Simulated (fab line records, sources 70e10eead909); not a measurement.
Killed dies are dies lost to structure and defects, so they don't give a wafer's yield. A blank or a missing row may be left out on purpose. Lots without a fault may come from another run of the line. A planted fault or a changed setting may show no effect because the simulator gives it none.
fab line records | flow nand_harc
record lots=6 wafers=18 last_day=33
route steps=1302 shown THIN_TSV@1244
lots that met no fault: from a run of the same line without faults
start_h: hours from the record's first day to the start of the lot's first wafer shown | wait_h: hours since the lot's step before | " the same as in the row above | L1.1+2: a row that stands for several wafers | - no value, or no start given | * or withheld: withheld | < > ~ a bound
route shown NAME@n: a module of which the file shows steps, and the number in the route of the first | usual: mean/standard deviation of fault-free wafers | same: alike in all rows | chamber/n: place in a boat | sites: the reading at each site | _std_site: their standard deviation | _edge_site: outer sites' mean less inner sites' | radius_mm: how far each site lies from the wafer's centre | mask NAME#n: copy n | behind: the tool/chamber that last shaped the wafer | hold: why the lot was held/for how many hours/how that ended | device: the transistor (n, p or np) that didn't switch | end of line: the same wafers' tests at the end of the route | a step without rows: its recipe alone | killed: dies lost to structure and defects at the first sort, not the wafer's yield | map: a wafer's dies, x killed, . not, _ none there
set.NAME: the setting as run; set.NAME@STEP: as run at that earlier step | model.NAME: the simulator's own value behind a step, which no gauge read
lots at some steps of the route; a table a step, a row a wafer
services: from which hour (start_h, from the record's first day; less than 0 if before it) a tool's chamber was out of use, for how many hours, and why
## steps
# step NHARC_THIN_TSV_GRIND_00
# recipe target_thk_um=6
# usual motor_current_A=11.997/0.022 slurry_flow_ml_min=149.9/0.49
# columns lot.wafer tool chamber start_h wait_h motor_current_A slurry_flow_ml_min
L227.1 grinder-01 0 577.91 0.1 11.961 149.9
L227.5 " 0 " " 11.986 150.7
L227.6 " 0 " " 11.988 150.3
L233.3 grinder-01 0 629.41 1.7 12.017 150.1
L233.4 " 0 " " 12.007 150.4
L233.5 " 0 " " 12.001 150.2
L232.1 grinder-01 0 630.21 2.5 12.036 149.6
L232.5 " 0 " " 11.980 150.5
L232.6 " 0 " " 11.989 150.2
L235.1 grinder-01 0 666.18 1.3 11.989 149.7
L235.3 " 0 " " 12.006 150.0
L235.5 " 0 " " 12.005 150.2
L238.1 grinder-01 0 688.10 1.4 11.971 149.9
L238.5 " 0 " " 11.992 150.0
L238.6 " 0 " " 12.007 149.7
L245.3 grinder-01 0 756.94 0.5 11.996 149.5
L245.4 " 0 " " 12.006 149.7
L245.5 " 0 " " 11.980 149.5
# step NHARC_THIN_TSV_CMP_01
# recipe target_thk_um=3
# usual motor_current_A=12.2/1.7 slurry_flow_ml_min=150.0/0.45
# columns lot.wafer tool chamber start_h wait_h motor_current_A slurry_flow_ml_min
L227.1 cmp-03 0 579.14 1.0 11.2 150.4
L227.5 " 0 " " 11.5 150.0
L227.6 " 1 " " 11.5 149.5
L233.3 cmp-03 2 630.26 0.6 13.5 150.4
L233.4 " 3 " " 11.1 150.1
L233.5 " 1 " " 11.5 150.1
L232.1 cmp-04 1 631.47 1.1 11.6 150.0
L232.6 " 3 " " 10.3 150.1
L232.5 " 0 " " 11.3 149.8
L235.1 cmp-03 2 667.40 1.0 12.8 151.0
L235.3 " 3 " " 11.0 150.7
L235.5 " 2 " " 13.4 149.9
L238.1 cmp-04 2 689.36 1.1 14.9 150.6
L238.5 " 0 " " 11.0 150.6
L238.6 " 1 " " 11.4 150.2
L245.3 cmp-01 0 757.79 0.7 12.7 150.2
L245.4 " 2 " " 10.6 150.4
L245.5 " 3 " " 16.2 149.9
# step NHARC_THIN_TSV_THK_MEAS_02
# recipe thk_meas_gauge=ir
# usual thk_nm=3029/230
# columns lot.wafer tool chamber start_h wait_h thk_nm
L227.1 film_metro-01 - 579.40 - 2979
L227.5 " - " " 3209
L227.6 " - " " 3211
L233.3 film_metro-01 - 630.50 - 2969
L233.4 " - " " 2855
L233.5 " - " " 3118
L232.1 film_metro-02 - 631.69 - 3289
L232.5 " - " " 3231
L232.6 " - " " 3412
L235.1 film_metro-02 - 667.67 - 3142
L235.3 " - " " 3136
L235.5 " - " " 3259
L238.1 film_metro-02 - 689.57 - 2719
L238.5 " - " " 2850
L238.6 " - " " 2732
L245.3 film_metro-02 - 758.03 - 2874
L245.4 " - " " 2967
L245.5 " - " " 3050
# step NHARC_THIN_TSV_SRD_03
# step NHARC_THIN_TSV_PRECLEAN_41
# recipe time_s=* temp_c=50 bath_age_min=0 chemistry=SC1
# step NHARC_THIN_TSV_SRD_42
# step NHARC_THIN_TSV_DEP_43
# recipe target_thk_a=13285 temp_c=withheld pressure_torr=6.5 rf_w=900 teos_flow_sccm=161.4 flow_sccm=2650 target_thk_nm=1328.5 gas=O2 material=SiO2
# usual rf_fwd_power_W=898.4/2.7 throttle_valve_pct=16.23/0.3
# columns lot.wafer tool chamber start_h wait_h rf_fwd_power_W throttle_valve_pct
L227.1 pecvd-04 1 579.72 - 894.0 16.31
L227.5 " 2 " " 899.5 16.43
L227.6 " 1 " " 899.1 16.52
L233.3 pecvd-01 1 630.85 - 898.5 16.19
L233.5 " 2 " " 895.1 16.67
L233.4 " 1 " " 900.5 16.27
L232.1 pecvd-01 1 631.91 - 896.9 16.32
L232.6 " 1 " " 900.5 16.11
L232.5 " 0 " " 898.0 16.54
L235.3 pecvd-01 1 667.93 - 899.5 16.03
L235.1 " 2 " " 899.6 16.50
L235.5 " 0 " " 900.9 16.69
L238.1 pecvd-04 0 689.80 - 900.3 15.96
L238.6 " 0 " " 895.4 15.92
L238.5 " 2 " " 899.4 15.93
L245.3 pecvd-02 0 758.25 - 893.5 16.68
L245.5 " 0 " " 896.4 16.66
L245.4 " 1 " " 898.1 15.91
# step NHARC_THIN_TSV_DEHYDRATE_04
# recipe temp_c=150 time_s=120
# step NHARC_THIN_TSV_HMDS_05
# recipe time_s=30
# step NHARC_THIN_TSV_COAT_06
# recipe spin_rpm=*
# step NHARC_THIN_TSV_SOFTBAKE_07
# recipe temp_c=122 time_s=95
# step NHARC_THIN_TSV_EBR_08
# step NHARC_THIN_TSV_EXPOSE_09
# recipe na=0.55 dose_mj=30.7 mask_id=TSV
# usual exposure_dose_mJ_cm2=30.703/0.027 focus_offset_nm=0.0/0.52
# columns lot.wafer tool chamber start_h wait_h mask exposure_dose_mJ_cm2 focus_offset_nm
L227.1 krf_scanner-04 0 580.30 - TSV#0 30.729 0.2
L227.5 " 0 " " TSV#0 30.719 -0.5
L227.6 " 0 " " TSV#0 30.709 -0.9
L233.3 krf_scanner-01 - 631.44 - TSV#0 - -
L233.4 " - " " TSV#0 - -
L233.5 " - " " TSV#0 - -
L232.1 krf_scanner-04 - 632.58 - TSV#0 - -
L232.5 " - " " TSV#0 - -
L232.6 " - " " TSV#0 - -
L235.1 krf_scanner-02 0 668.56 - TSV#0 30.690 0.1
L235.3 " 0 " " TSV#0 30.671 -0.8
L235.5 " 0 " " TSV#0 30.713 0.9
L238.1 krf_scanner-01 0 690.47 - TSV#0 30.672 0.3
L238.5 " 0 " " TSV#0 30.676 -0.4
L238.6 " 0 " " TSV#0 30.693 -0.4
L245.3 krf_scanner-04 0 758.94 - TSV#0 30.673 1.2
L245.4 " 0 " " TSV#0 30.691 0.5
L245.5 " 0 " " TSV#0 30.703 0.3
# step NHARC_THIN_TSV_PEB_10
# recipe peb_temp_c=118 peb_time_s=85
## services
# columns tool chamber start_h hours kind
cmp-03 - 554.08 4.0 pm
cmp-01 - 556.16 0.9 repair
cmp-04 - 561.49 0.8 repair
cmp-04 - 563.85 8.7 repair
krf_scanner-02 - 580.80 1.5 repair
krf_scanner-04 - 584.80 9.4 repair
cmp-04 - 601.14 4.0 pm
pecvd-04 - 631.00 13.0 pm
cmp-04 - 642.02 1.8 repair
cmp-04 - 647.95 1.9 repair
cmp-03 - 652.08 4.0 pm
krf_scanner-04 - 657.48 6.1 repair
krf_scanner-01 - 665.35 4.0 pm
grinder-01 - 669.28 0.6 repair
pecvd-01 - 673.16 13.0 pm
krf_scanner-04 - 698.00 4.0 pm
cmp-04 - 699.14 4.0 pm
grinder-01 - 704.29 0.9 repair
krf_scanner-01 - 707.72 0.3 repair
krf_scanner-04 - 717.72 1.1 repair
pecvd-04 2 722.76 23.0 repair
grinder-01 - 736.00 8.0 pm
cmp-03 - 750.08 4.0 pm
krf_scanner-01 - 755.83 0.8 repair
## key
first_sign step=NHARC_THIN_TSV_EXPOSE_09 reading=tool_record direction=missing
effect none on later readings
met_at NHARC_THIN_TSV_EXPOSE_09
struck_wafers L232.1,L232.5,L232.6,L233.3,L233.4,L233.5
later_rows_left_out L232.1,L232.5,L232.6,L233.3,L233.4,L233.5
sort_left_out L232.1,L232.5,L232.6,L233.3,L233.4,L233.5
onset_between 580.30 631.44
fault kind=skipped_step_whole tool=krf_scanner-01,krf_scanner-04 chamber=- onset_h=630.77 steps=NHARC_THIN_TSV_EXPOSE_09 scope=struck_lots_only
# sort_left_out: the simulated sort isn't trusted on such a fault, so these wafers' sort isn't shown, and their yield isn't known
# later_rows_left_out: the simulator's readings of these wafers behind a module that went badly wrong aren't trusted and aren't shown, but for the sort
